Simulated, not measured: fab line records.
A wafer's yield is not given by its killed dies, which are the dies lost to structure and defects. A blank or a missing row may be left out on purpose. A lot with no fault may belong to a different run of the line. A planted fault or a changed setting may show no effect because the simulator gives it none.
fab line records -- flow nand-harc
record: lots: 6, wafers: 18, last-day: 32
route steps=1302 shown A_CONTACT@992 END@1302
lots that met no fault: from a run of the same line without faults
start-h: start of the lot's first displayed wafer, in hours after the record's first day -- wait-h: hours elapsed since this lot's preceding step -- " same as the row above -- L1.1+2: a row that stands for several wafers -- - no value, or no start given -- * or withheld: withheld -- < > ~ a bound
route shown NAME@n: names a module that has steps shown in the file, with the first one's number in the route -- usual: the fault-free wafers' mean and standard deviation -- same: alike in all rows -- chamber/n: place in a boat -- sites: per-site readings -- _std_site: their standard deviation -- _edge_site: the outer-site mean with the inner-site mean subtracted -- radius-mm: how far each site lies from the wafer's centre -- mask NAME#n: copy n -- behind: tool/chamber where the wafer was last shaped -- hold: cause of the lot's hold/its duration in hours/its outcome -- device: which transistor (n, p or np) failed to switch -- end of line: tests of these same wafers at the route's end -- for a step that has no rows: nothing shown but its recipe -- killed: dies that structure and defects cost at the first sort, which is not the same as the wafer's yield -- map: the dies of a wafer, with x for killed, . for not killed, _ for no die there
set.NAME: the run value of the setting; set.NAME@STEP: its run value at that earlier step -- model.NAME: the simulator's own value behind a step, which no gauge read
lots seen at some steps along the route; tables by step, rows by wafer
services: from which hour (start-h, from the record's first day; less than 0 if before it) a tool's chamber was out of use, for how many hours, and why
== steps ==
step: NHARC_A_CONTACT_SOFTBAKE_37
recipe: temp-c: 105, time-s: 55
step: NHARC_A_CONTACT_EBR_38
step: NHARC_A_CONTACT_EXPOSE_39
recipe: na: 1.35, sigma-outer: 0.8, dose-mj: 58.79, mask-id: A_CC_3
step: NHARC_A_CONTACT_PEB_40
recipe: peb-temp-c: 100, peb-time-s: 65
step: NHARC_A_CONTACT_DEVELOP_41
recipe: develop-time-s: 35, dev-temp-c: 23
step: NHARC_A_CONTACT_CD_MEAS_42
recipe: target-cd-nm: 300, landing-energy-ev: 500
usual: cd-nm: 300.0/0.46
lot.wafer,tool,chamber,start-h,wait-h,cd-nm
L786.3,cd-sem-02,0,539.59,-,300.5
L786.4,cd-sem-02,0,539.59,-,300.1
L786.6,cd-sem-02,0,539.59,-,300.1
L791.1,cd-sem-01,0,595.53,-,299.6
L791.3,cd-sem-01,0,595.53,-,299.4
L791.4,cd-sem-01,0,595.53,-,299.4
L792.1,cd-sem-01,0,617.14,-,299.5
L792.3,cd-sem-01,0,617.14,-,299.8
L792.6,cd-sem-01,0,617.14,-,299.1
L798.1,cd-sem-03,0,679.89,-,299.6
L798.3,cd-sem-03,0,679.89,-,299.9
L798.5,cd-sem-03,0,679.89,-,300.2
L802.2,cd-sem-02,0,701.76,-,299.7
L802.3,cd-sem-02,0,701.76,-,300.5
L802.4,cd-sem-02,0,701.76,-,300.3
L799.2,cd-sem-02,0,702.02,-,299.2
L799.3,cd-sem-02,0,702.02,-,299.1
L799.4,cd-sem-02,0,702.02,-,300.3
step: NHARC_A_CONTACT_OVL_MEAS_43
usual: overlay-x-nm: 0.1/0.72, overlay-y-nm: 0.3/0.89
lot.wafer,tool,chamber,start-h,wait-h,overlay-x-nm,overlay-y-nm
L786.3,overlay-01,-,539.68,-,0.0,1.1
L786.4,overlay-01,-,539.68,-,0.2,0.7
L786.6,overlay-01,-,539.68,-,0.3,1.2
L791.1,overlay-01,-,595.62,-,-0.3,-1.1
L791.3,overlay-01,-,595.62,-,-0.3,-1.3
L791.4,overlay-01,-,595.62,-,-0.5,-0.6
L792.1,overlay-02,-,617.23,-,0.2,0.6
L792.3,overlay-02,-,617.23,-,0.0,0.5
L792.6,overlay-02,-,617.23,-,0.0,0.6
L798.1,overlay-02,-,679.98,-,0.1,2.8
L798.3,overlay-02,-,679.98,-,-0.4,2.2
L798.5,overlay-02,-,679.98,-,-0.4,2.6
L802.2,overlay-01,-,701.85,-,-0.9,1.5
L802.3,overlay-01,-,701.85,-,-0.4,0.9
L802.4,overlay-01,-,701.85,-,-0.1,1.1
L799.2,overlay-02,-,702.11,-,0.8,0.9
L799.3,overlay-02,-,702.11,-,0.7,0.8
L799.4,overlay-02,-,702.11,-,0.9,0.9
step: NHARC_A_CONTACT_INSPECT_44
usual: raw-defect-count: 77/30
lot.wafer,tool,chamber,start-h,wait-h,raw-defect-count
L786.3,defect-inspect-01,-,539.71,0.0,17
L786.4,defect-inspect-01,-,539.71,0.0,15
L786.6,defect-inspect-01,-,539.71,0.0,21
L791.1,defect-inspect-02,-,595.66,0.0,84
L791.3,defect-inspect-02,-,595.66,0.0,77
L791.4,defect-inspect-02,-,595.66,0.0,78
L792.1,defect-inspect-01,-,617.27,0.0,130
L792.3,defect-inspect-01,-,617.27,0.0,126
L792.6,defect-inspect-01,-,617.27,0.0,144
L798.1,defect-inspect-02,-,680.01,0.0,91
L798.3,defect-inspect-02,-,680.01,0.0,81
L798.5,defect-inspect-02,-,680.01,0.0,101
L802.2,defect-inspect-01,-,701.89,0.0,67
L802.3,defect-inspect-01,-,701.89,0.0,73
L802.4,defect-inspect-01,-,701.89,0.0,80
L799.2,defect-inspect-02,-,702.15,0.0,50
L799.3,defect-inspect-02,-,702.15,0.0,53
L799.4,defect-inspect-02,-,702.15,0.0,57
step: NHARC_A_CONTACT_DESCUM_47
recipe: time-s: 3, o2-flow-sccm: 200, ar-flow-sccm: 0, bias-power-w: 0, chemistry: O2
usual: drypump-motor-current-A: 5.8/0.66, mfc-ar-sccm: 0.008/0.0067, oes-product-au: 1.002/0.0066, rf-vpp-V: 57.6/0.89, showerhead-plenum-p-Torr: 1.92/0.093, throttle-valve-pct: 11.311/0.0085
lot.wafer,tool,chamber,start-h,wait-h,drypump-motor-current-A,mfc-ar-sccm,oes-product-au,rf-hours-counter-h,rf-vpp-V,showerhead-plenum-p-Torr,throttle-valve-pct
L786.4,rie-diel-12,0,539.83,0.1,5.0,0.003,1.006,24,58.9,2.07,11.312
L786.3,rie-diel-12,2,539.83,0.1,6.4,0,0.991,29,57.2,1.81,11.310
L786.6,rie-diel-12,0,539.83,0.1,5.0,0.003,1.006,-,57.5,2.07,11.313
L791.4,rie-diel-13,2,595.73,0.1,5.7,0.013,1.001,25,56.3,1.80,11.305
L791.3,rie-diel-13,3,595.73,0.1,5.0,0,0.988,24,58.5,1.97,11.316
L791.1,rie-diel-13,0,595.73,0.1,6.4,0.009,0.995,23,56.7,1.80,11.314
L792.3,rie-diel-04,1,617.34,0.1,5.2,0,0.986,9,57.0,1.89,11.320
L792.1,rie-diel-04,2,617.34,0.1,5.7,0.011,1.004,10,58.7,1.99,11.321
L792.6,rie-diel-04,3,617.34,0.1,6.2,0,1.004,-,57.6,1.93,11.304
L798.1,rie-diel-04,1,680.07,0.1,5.1,0,0.988,18,56.3,1.88,11.292
L798.3,rie-diel-04,0,680.07,0.1,6.8,0.011,0.997,21,57.6,2.07,11.321
L798.5,rie-diel-04,1,680.07,0.1,5.1,0,1.008,-,58.3,1.89,11.305
L802.2,rie-diel-04,0,701.95,0.1,6.8,0.011,0.998,29,57.9,2.07,11.310
L802.3,rie-diel-04,3,701.95,0.1,6.3,0,1.004,32,56.5,1.92,11.296
L802.4,rie-diel-04,2,701.95,0.1,5.7,0.011,1.003,-,58.0,1.98,11.309
L799.3,rie-diel-12,2,702.23,0.1,6.4,0,1.002,30,56.9,1.79,11.313
L799.2,rie-diel-12,3,702.23,0.1,6.3,0.022,0.999,24,57.0,2.00,11.295
L799.4,rie-diel-12,0,702.23,0.1,5.0,0.003,1.002,24,59.1,2.05,11.308
step: NHARC_A_CONTACT_ETCH_48
recipe: target-depth-a: 390, over-etch-frac: 0.3, time-s: 65, ion-energy-ev: 80, cf4-flow-sccm: 150, ar-flow-sccm: 0, rf-w: 300, bias-w: 100, chemistry: CF4
usual: bias-w: 100.00/0.27, cf4-flow-sccm: 150.0/0.43, drypump-motor-current-A: 5.8/0.66, mfc-ar-sccm: 0.008/0.0068, oes-product-au: 1.003/0.0058, rf-vpp-V: 151.3/1.3, showerhead-plenum-p-Torr: 1.78/0.08, throttle-valve-pct: 13.281/0.0097
lot.wafer,tool,chamber,start-h,wait-h,bias-w,cf4-flow-sccm,drypump-motor-current-A,mfc-ar-sccm,oes-product-au,rf-hours-counter-h,rf-vpp-V,showerhead-plenum-p-Torr,throttle-valve-pct
L786.3,rie-diel-12,1,540.10,0.3,100.24,150.1,4.7,0.019,0.999,29,151.5,1.74,13.295
L786.4,rie-diel-12,2,540.10,0.3,99.81,150.2,6.4,0,1.001,29,149.5,1.68,13.288
L786.6,rie-diel-12,3,540.10,0.3,99.82,149.8,6.3,0.022,1.006,-,153.1,1.85,13.284
L791.3,rie-diel-13,0,595.81,0.1,99.65,150.0,6.4,0.009,1.000,23,149.7,1.67,13.287
L791.4,rie-diel-13,1,595.81,0.1,100.20,150.3,5.2,0.015,1.004,24,150.1,1.73,13.279
L791.1,rie-diel-13,2,595.81,0.1,100.14,150.4,5.8,0.013,1.013,25,149.3,1.67,13.275
L792.3,rie-diel-04,3,617.41,0.1,100.14,150.1,6.3,0,1.006,14,151.2,1.78,13.290
L792.1,rie-diel-04,0,617.41,0.1,99.43,150.1,6.8,0.011,1.004,12,154.0,1.90,13.278
L792.6,rie-diel-04,0,617.41,0.1,99.69,150.4,6.8,0.011,1.005,-,152.6,1.91,13.278
L798.3,rie-diel-04,2,680.17,0.1,99.83,150.2,5.7,0.011,1.000,21,150.5,1.83,13.269
L798.1,rie-diel-04,3,680.17,0.1,100.42,149.4,6.3,0,1.007,24,151.7,1.78,13.268
L798.5,rie-diel-04,1,680.17,0.1,99.82,150.4,5.1,0,1.000,-,149.8,1.74,13.282
L802.2,rie-diel-04,3,702.05,0.1,99.58,149.6,6.2,0,1.007,32,150.9,1.77,13.290
L802.3,rie-diel-04,0,702.05,0.1,99.86,149.9,6.8,0.011,1.002,29,153.0,1.90,13.276
L802.4,rie-diel-04,2,702.05,0.1,100.44,150.3,5.7,0.011,1.008,-,152.9,1.83,13.280
L799.4,rie-diel-12,2,702.36,0.1,100.01,149.6,6.4,0,1.008,30,149.6,1.67,13.306
L799.2,rie-diel-12,3,702.36,0.1,99.85,150.0,6.2,0.022,0.986,24,153.1,1.84,13.281
L799.3,rie-diel-12,0,702.36,0.1,100.06,149.8,5.0,0.003,1.000,25,153.5,1.89,13.275
step: NHARC_A_CONTACT_ETCH_49
recipe: target-depth-a: 2600, over-etch-frac: 0.3, time-s: 475.3, ion-energy-ev: 200, n2-flow-sccm: 150, h2-flow-sccm: 150, ar-flow-sccm: 0, rf-w: 400, bias-w: 150, chemistry: N2/H2
usual: bias-w: 150.0/0.42, chamber-pressure-mTorr: 29.999/0.029, drypump-motor-current-A: 5.8/0.67, mfc-ar-sccm: 0.008/0.0067, oes-product-au: 1.002/0.0071, rf-vpp-V: 430.9/2.9, showerhead-plenum-p-Torr: 2.05/0.1, throttle-valve-pct: 14.171/0.0098
lot.wafer,tool,chamber,start-h,wait-h,bias-w,chamber-pressure-mTorr,drypump-motor-current-A,mfc-ar-sccm,oes-product-au,rf-hours-counter-h,rf-vpp-V,showerhead-plenum-p-Torr,throttle-valve-pct
L786.3,rie-diel-12,1,-,-,149.1,29.966,4.8,0.019,1.005,30,428.6,2.00,14.178
L786.4,rie-diel-12,2,-,-,150.0,30.015,6.4,0,1.003,29,427.6,1.93,14.164
L786.6,rie-diel-12,1,-,-,149.5,29.953,4.8,0.019,0.991,-,429.1,2.00,14.179
L791.4,rie-diel-13,3,-,-,149.8,29.987,5.0,0,1.004,24,431.5,2.10,14.171
L791.1,rie-diel-13,0,-,-,149.7,29.973,6.4,0.009,1.004,23,427.1,1.91,14.168
L791.3,rie-diel-13,2,-,-,150.6,29.980,5.7,0.013,1.000,25,428.5,1.92,14.174
L792.3,rie-diel-04,3,-,-,150.4,30.023,6.2,0,1.006,14,430.0,2.05,14.175
L792.1,rie-diel-04,1,-,-,150.2,29.991,5.1,0,0.994,9,429.1,2.01,14.175
L792.6,rie-diel-04,3,-,-,149.7,30.007,6.2,0,1.008,-,431.7,2.05,14.172
L798.1,rie-diel-04,1,-,-,150.7,30.014,5.1,0,1.000,18,429.5,2.01,14.177
L798.3,rie-diel-04,2,-,-,150.6,30.015,5.7,0.011,1.008,21,432.3,2.12,14.180
L798.5,rie-diel-04,2,-,-,149.8,29.970,5.7,0.011,1.001,-,432.8,2.12,14.187
L802.3,rie-diel-04,2,-,-,149.8,29.963,5.7,0.011,1.008,29,430.3,2.12,14.163
L802.2,rie-diel-04,3,-,-,149.8,30.006,6.3,0,1.018,32,429.9,2.05,14.168
L802.4,rie-diel-04,2,-,-,150.4,29.979,5.7,0.011,1.016,-,432.8,2.12,14.180
L799.2,rie-diel-12,0,-,-,149.7,30.001,5.0,0.003,1.007,25,433.8,2.19,14.164
L799.4,rie-diel-12,1,-,-,149.6,29.967,4.8,0.019,0.997,27,428.2,1.98,14.181
L799.3,rie-diel-12,2,-,-,151.1,29.953,6.4,0,1.009,30,426.9,1.91,14.178
step: NHARC_A_CONTACT_ETCH_50
recipe: target-depth-a: 1210, time-s: 60.5, cf4-flow-sccm: 100, chf3-flow-sccm: 30, ar-flow-sccm: 0, rf-w: 500, bias-w: 200, chemistry: CF4/CHF3
usual: bias-w: 200.0/0.59, cf4-flow-sccm: 100.0/0.3, drypump-motor-current-A: 5.8/0.64, mfc-ar-sccm: 0.008/0.0067, oes-product-au: 0.951/0.023, rf-vpp-V: 370.7/2.3, showerhead-plenum-p-Torr: 1.58/0.07, throttle-valve-pct: 16.802/0.0081
lot.wafer,tool,chamber,start-h,wait-h,bias-w,cf4-flow-sccm,drypump-motor-current-A,mfc-ar-sccm,oes-product-au,rf-hours-counter-h,rf-vpp-V,showerhead-plenum-p-Torr,throttle-valve-pct
L786.4,rie-diel-12,2,-,-,199.0,99.5,6.4,0,0.937,30,367.1,1.50,16.799
L786.3,rie-diel-12,3,-,-,200.7,99.4,6.3,0.022,0.933,27,373.4,1.65,16.811
L786.6,rie-diel-12,3,-,-,200.3,99.8,6.3,0.022,0.926,-,373.9,1.65,16.807
L791.4,rie-diel-13,3,-,-,200.0,100.3,5.0,0,0.926,25,373.1,1.61,16.804
L791.3,rie-diel-13,0,-,-,199.6,99.4,6.4,0.009,0.929,23,367.6,1.48,16.810
L791.1,rie-diel-13,1,-,-,200.5,100.0,5.2,0.015,0.935,24,369.5,1.54,16.806
L792.1,rie-diel-04,2,-,-,199.2,100.4,5.7,0.011,0.924,10,372.8,1.63,16.809
L792.3,rie-diel-04,1,-,-,199.4,100.0,5.1,0,0.927,9,369.7,1.55,16.805
L792.6,rie-diel-04,2,-,-,199.7,100.4,5.7,0.011,0.922,-,373.1,1.63,16.793
L798.3,rie-diel-04,0,-,-,199.5,100.2,6.8,0.011,0.988,21,373.6,1.69,16.801
L798.1,rie-diel-04,1,-,-,200.2,99.8,5.2,0,0.959,18,370.0,1.55,16.810
L798.5,rie-diel-04,3,-,-,198.8,100.3,6.2,0,0.989,-,369.7,1.58,16.814
L802.3,rie-diel-04,0,-,-,199.7,100.1,6.8,0.011,0.966,30,373.4,1.69,16.798
L802.2,rie-diel-04,2,-,-,199.4,100.0,5.7,0.011,0.968,30,371.0,1.63,16.813
L802.4,rie-diel-04,3,-,-,200.7,100.1,6.3,0,0.967,-,371.3,1.58,16.805
L799.4,rie-diel-12,1,-,-,200.3,100.0,4.8,0.019,0.931,27,368.6,1.53,16.811
L799.2,rie-diel-12,2,-,-,201.1,100.0,6.4,0,0.925,30,366.7,1.48,16.793
L799.3,rie-diel-12,0,-,-,200.4,100.1,5.0,0.003,0.921,25,373.4,1.68,16.796
step: NHARC_A_CONTACT_ETCH_51
recipe: target-depth-a: 70000, over-etch-frac: 0.3, time-s: 1820, ion-energy-ev: 150, o2-flow-sccm: 400, cos-flow-sccm: 20, ar-flow-sccm: 0, rf-w: 500, bias-w: 300, chemistry: O2/COS
usual: bias-w: 300.0/0.79, chamber-pressure-mTorr: 19.998/0.018, drypump-motor-current-A: 5.8/0.65, mfc-ar-sccm: 0.008/0.0067, oes-product-au: 1.003/0.0069, rf-vpp-V: 314.4/2.1, showerhead-plenum-p-Torr: 3.14/0.14, throttle-valve-pct: 28.330/0.0087
lot.wafer,tool,chamber,start-h,wait-h,bias-w,chamber-pressure-mTorr,drypump-motor-current-A,mfc-ar-sccm,oes-product-au,rf-hours-counter-h,rf-vpp-V,showerhead-plenum-p-Torr,throttle-valve-pct
L786.3,rie-diel-12,0,541.54,-,301.4,19.982,5.0,0.003,1.015,26,317.3,3.36,28.334
L786.4,rie-diel-12,2,541.54,-,297.9,19.991,6.4,0,1.004,31,311.9,2.96,28.332
L786.6,rie-diel-12,1,541.54,-,298.7,20.018,4.8,0.019,1.000,-,314.7,3.06,28.332
L791.1,rie-diel-13,3,596.46,-,-,-,-,-,-,-,-,-,-
L791.3,rie-diel-13,0,596.46,-,-,-,-,-,-,-,-,-,-
L791.4,rie-diel-13,1,596.46,-,-,-,-,-,-,-,-,-,-
L792.1,rie-diel-04,3,618.07,-,-,-,-,-,-,-,-,-,-
L792.3,rie-diel-04,1,618.07,-,-,-,-,-,-,-,-,-,-
L792.6,rie-diel-04,3,618.07,-,-,-,-,-,-,-,-,-,-
L798.1,rie-diel-04,2,680.81,-,298.8,19.992,5.7,0.011,1.011,21,316.5,3.24,28.319
L798.3,rie-diel-04,0,680.81,-,300.0,20.010,6.8,0.011,1.017,22,317.8,3.36,28.342
L798.5,rie-diel-04,2,680.81,-,299.9,20.000,5.7,0.011,1.013,-,316.2,3.24,28.330
L802.3,rie-diel-04,3,702.78,-,299.8,19.990,6.2,0,1.010,33,313.9,3.13,28.331
L802.2,rie-diel-04,0,702.78,-,299.6,19.993,6.8,0.011,1.005,30,318.0,3.36,28.332
L802.4,rie-diel-04,3,702.78,-,299.6,19.954,6.2,0,1.015,-,315.3,3.13,28.307
L799.3,rie-diel-12,0,703.09,-,299.2,19.992,5.0,0.003,1.003,25,316.1,3.33,28.319
L799.4,rie-diel-12,1,703.09,-,300.2,19.992,4.8,0.019,1.008,27,313.0,3.04,28.328
L799.2,rie-diel-12,2,703.09,-,300.1,20.017,6.4,0,1.004,31,311.2,2.94,28.324
step: NHARC_A_CONTACT_ETCH_111
recipe: source-w: withheld, pressure-mtorr: 20, bias-v: withheld, time-s: 140, target-depth-a: 7000, ar-flow-sccm: withheld, c4f8-flow-sccm: withheld, o2-flow-sccm: withheld, chemistry: C4F8/O2/Ar
usual: chamber-pressure-mTorr: 19.997/0.019, oes-air-line-au: 0.997/0.019
lot.wafer,tool,chamber,start-h,wait-h,chamber-pressure-mTorr,oes-air-line-au,rf-hours-counter-h
L786.4,har-cap-etch-03,1,542.81,-,19.958,1.005,-
L786.3,har-cap-etch-03,0,542.81,-,19.994,0.987,-
L786.6,har-cap-etch-03,0,542.81,-,19.998,0.983,-
L791.1,har-cap-etch-01,0,597.55,-,20.007,1.043,14
L791.4,har-cap-etch-01,0,597.55,-,19.989,1.034,-
L791.3,har-cap-etch-01,1,597.55,-,20.007,0.978,-
L792.1,har-cap-etch-02,0,619.17,-,19.982,0.996,103
L792.3,har-cap-etch-02,1,619.17,-,19.946,1.005,-
L792.6,har-cap-etch-02,1,619.17,-,20.043,1.001,-
L798.1,har-cap-etch-02,0,681.89,-,19.997,0.988,113
L798.3,har-cap-etch-02,1,681.89,-,19.992,1.014,-
L798.5,har-cap-etch-02,0,681.89,-,19.985,0.967,-
L799.2,har-cap-etch-03,1,704.21,-,19.997,1.019,77
L799.4,har-cap-etch-03,0,704.21,-,20.010,1.000,-
L799.3,har-cap-etch-03,1,704.21,-,20.016,1.038,-
L802.2,har-cap-etch-02,0,704.29,-,19.977,0.992,120
L802.4,har-cap-etch-02,1,704.29,-,20.023,1.000,-
L802.3,har-cap-etch-02,0,704.29,-,19.992,0.965,-
step: NHARC_END_SORT_01
recipe: temp-c: 25
usual: killed-at-array: 52/16, killed-at-other: 0.8/1.1, killed-at-periphery: 4.2/2.5, killed-dies: 57/16, killed-open: 3.4/2, killed-short: 2.6/1.6
same: gross-dies: 677
lot.wafer,tool,chamber,start-h,wait-h,killed-at-array,killed-at-other,killed-at-periphery,killed-dies,killed-open,killed-short
L791.1,prober-01,0,668.57,2.5,673,0,4,677,4,1
L791.3,prober-01,0,670.18,3.1,671,0,6,677,5,4
L791.4,prober-01,0,670.98,3.4,673,0,4,677,3,2
L792.1,prober-02,0,690.81,2.6,671,1,5,677,5,4
L792.3,prober-02,0,692.43,3.1,672,1,4,677,3,4
L792.6,prober-02,0,694.85,4.0,672,0,5,677,2,4
killed by level:class
L791.1 A_CONTACT:area-etch=625 A_SLIT:chamber-film-flake=16 A_CHANNEL_HOLE_D2:chamber-film-flake=10 A_CHANNEL_HOLE_D1:chamber-film-flake=7 A_STAIRCASE:chamber-film-flake=6 A_CONTACT:chamber-film-flake=3 P_GATE:chamber-film-flake=2 A_CHANNEL_HOLE_D1:geometric-particle:short=1
L791.3 A_CONTACT:area-etch=610 A_SLIT:chamber-film-flake=37 A_CHANNEL_HOLE_D2:chamber-film-flake=10 A_STAIRCASE:chamber-film-flake=3 A_WL_FILL:geometric-particle:open=2 P_CONTACT:chamber-film-flake=2 A_CONTACT:chamber-film-flake=2 P_GATE:geometric-particle:open=1
L791.4 A_CONTACT:area-etch=622 A_SLIT:chamber-film-flake=29 A_CHANNEL_HOLE_D2:chamber-film-flake=7 A_CHANNEL_HOLE_D1:chamber-film-flake=6 A_STAIRCASE:chamber-film-flake=4 P_BONDPAD:chamber-film-flake=2 P_CONTACT:geometric-particle:short=1 P_M0:geometric-particle:open=1
L792.1 A_CONTACT:area-etch=606 A_SLIT:chamber-film-flake=21 A_CHANNEL_HOLE_D1:chamber-film-flake=20 A_CHANNEL_HOLE_D2:chamber-film-flake=11 A_CONTACT:chamber-film-flake=4 P_CONTACT:chamber-film-flake=2 A_WL_FILL:geometric-particle:short=2 A_M0:geometric-particle:open=2
L792.3 A_CONTACT:area-etch=580 A_CHANNEL_HOLE_D1:chamber-film-flake=31 A_SLIT:chamber-film-flake=22 A_CHANNEL_HOLE_D2:chamber-film-flake=20 A_STAIRCASE:chamber-film-flake=5 A_CONTACT:chamber-film-flake=5 A_ONON_D1:geometric-particle:short=3 P_STI:chamber-film-flake=2
L792.6 A_CONTACT:area-etch=587 A_CHANNEL_HOLE_D1:chamber-film-flake=35 A_SLIT:chamber-film-flake=22 A_CHANNEL_HOLE_D2:chamber-film-flake=13 A_CONTACT:chamber-film-flake=5 A_STAIRCASE:chamber-film-flake=4 P_CONTACT:chamber-film-flake=3 A_ONON_D1:geometric-particle:short=2
map L791.1 (x killed, . not)
____________x____________
_________xxxxxxx_________
_______xxxxxxxxxxx_______
______xxxxxxxxxxxxx______
_____xxxxxxxxxxxxxxx_____
____xxxxxxxxxxxxxxxxx____
____xxxxxxxxxxxxxxxxx____
___xxxxxxxxxxxxxxxxxxx___
___xxxxxxxxxxxxxxxxxxx___
__xxxxxxxxxxxxxxxxxxxxx__
__xxxxxxxxxxxxxxxxxxxxx__
_xxxxxxxxxxxxxxxxxxxxxxx_
_xxxxxxxxxxxxxxxxxxxxxxx_
_xxxxxxxxxxxxxxxxxxxxxxx_
_xxxxxxxxxxxxxxxxxxxxxxx_
_xxxxxxxxxxxxxxxxxxxxxxx_
xxxxxxxxxxxxxxxxxxxxxxxxx
xxxxxxxxxxxxxxxxxxxxxxxxx
xxxxxxxxxxxxxxxxxxxxxxxxx
xxxxxxxxxxxxxxxxxxxxxxxxx
xxxxxxxxxxxxxxxxxxxxxxxxx
_xxxxxxxxxxxxxxxxxxxxxxx_
_xxxxxxxxxxxxxxxxxxxxxxx_
_xxxxxxxxxxxxxxxxxxxxxxx_
_xxxxxxxxxxxxxxxxxxxxxxx_
_xxxxxxxxxxxxxxxxxxxxxxx_
__xxxxxxxxxxxxxxxxxxxxx__
__xxxxxxxxxxxxxxxxxxxxx__
___xxxxxxxxxxxxxxxxxxx___
___xxxxxxxxxxxxxxxxxxx___
____xxxxxxxxxxxxxxxxx____
____xxxxxxxxxxxxxxxxx____
_____xxxxxxxxxxxxxxx_____
______xxxxxxxxxxxxx______
_______xxxxxxxxxxx_______
_________xxxxxxx_________
____________x____________
map L792.1 (x killed, . not)
____________x____________
_________xxxxxxx_________
_______xxxxxxxxxxx_______
______xxxxxxxxxxxxx______
_____xxxxxxxxxxxxxxx_____
____xxxxxxxxxxxxxxxxx____
____xxxxxxxxxxxxxxxxx____
___xxxxxxxxxxxxxxxxxxx___
___xxxxxxxxxxxxxxxxxxx___
__xxxxxxxxxxxxxxxxxxxxx__
__xxxxxxxxxxxxxxxxxxxxx__
_xxxxxxxxxxxxxxxxxxxxxxx_
_xxxxxxxxxxxxxxxxxxxxxxx_
_xxxxxxxxxxxxxxxxxxxxxxx_
_xxxxxxxxxxxxxxxxxxxxxxx_
_xxxxxxxxxxxxxxxxxxxxxxx_
xxxxxxxxxxxxxxxxxxxxxxxxx
xxxxxxxxxxxxxxxxxxxxxxxxx
xxxxxxxxxxxxxxxxxxxxxxxxx
xxxxxxxxxxxxxxxxxxxxxxxxx
xxxxxxxxxxxxxxxxxxxxxxxxx
_xxxxxxxxxxxxxxxxxxxxxxx_
_xxxxxxxxxxxxxxxxxxxxxxx_
_xxxxxxxxxxxxxxxxxxxxxxx_
_xxxxxxxxxxxxxxxxxxxxxxx_
_xxxxxxxxxxxxxxxxxxxxxxx_
__xxxxxxxxxxxxxxxxxxxxx__
__xxxxxxxxxxxxxxxxxxxxx__
___xxxxxxxxxxxxxxxxxxx___
___xxxxxxxxxxxxxxxxxxx___
____xxxxxxxxxxxxxxxxx____
____xxxxxxxxxxxxxxxxx____
_____xxxxxxxxxxxxxxx_____
______xxxxxxxxxxxxx______
_______xxxxxxxxxxx_______
_________xxxxxxx_________
____________x____________
== services ==
tool,chamber,start-h,hours,kind
rie-diel-13,-,519.05,9.0,pm
rie-diel-04,-,532.01,9.0,pm
rie-diel-04,0,532.01,10.6,vent-cycle
rie-diel-04,1,532.01,15.1,vent-cycle
rie-diel-04,2,532.01,9.0,vent-cycle
rie-diel-04,3,532.01,9.0,vent-cycle
har-cap-etch-03,-,536.44,0.8,repair
rie-diel-04,2,541.01,-,clean
rie-diel-04,3,541.01,-,clean
rie-diel-04,2,541.95,6.8,repair
rie-diel-13,-,541.96,0.2,repair
rie-diel-04,0,565.51,-,clean
rie-diel-04,1,565.51,-,clean
rie-diel-04,2,565.51,-,clean
rie-diel-04,3,565.51,-,clean
rie-diel-12,3,581.97,1.5,repair
rie-diel-12,1,602.59,2.8,repair
rie-diel-04,3,614.29,2.4,repair
rie-diel-13,1,614.60,13.0,repair
rie-diel-12,-,623.40,9.0,pm
rie-diel-04,3,647.60,2.8,repair
rie-diel-12,1,650.10,4.9,repair
har-cap-etch-02,-,669.27,0.5,repair
rie-diel-13,-,696.05,9.0,pm
== key ==
first-sign: step: NHARC_A_CONTACT_ETCH_51, reading: tool-record, direction: missing
effect: step: NHARC_END_SORT_01, reading: killed-at-array, direction: up, sigmas: 39, usual: 52, struck: 672
more-kills-born-at: NHARC_A_CONTACT_ETCH_51@rie-diel-13: 1857, NHARC_A_CONTACT_ETCH_51@rie-diel-04: 1773
met-at NHARC_A_CONTACT_ETCH_51
struck-wafers L791.1,L791.3,L791.4,L792.1,L792.3,L792.6
later-rows-left-out L791.1,L791.3,L791.4,L792.1,L792.3,L792.6
tester-left-out L791,L792
fault: kind: skipped-step-whole, tool: rie-diel-04,rie-diel-13, chamber: -, onset-h: 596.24, steps: NHARC_A_CONTACT_ETCH_51, scope: struck-lots-only
tester-left-out: of these lots the tester's yield and bins aren't shown, on N5 and GAA mostly nor the transistor test; their killed dies are dies lost to structure and defects alone, not to doping, threshold or leakage, so they don't give the yield
later-rows-left-out: the simulator's readings of these wafers behind a module that went badly wrong aren't trusted and aren't shown, but for the sort
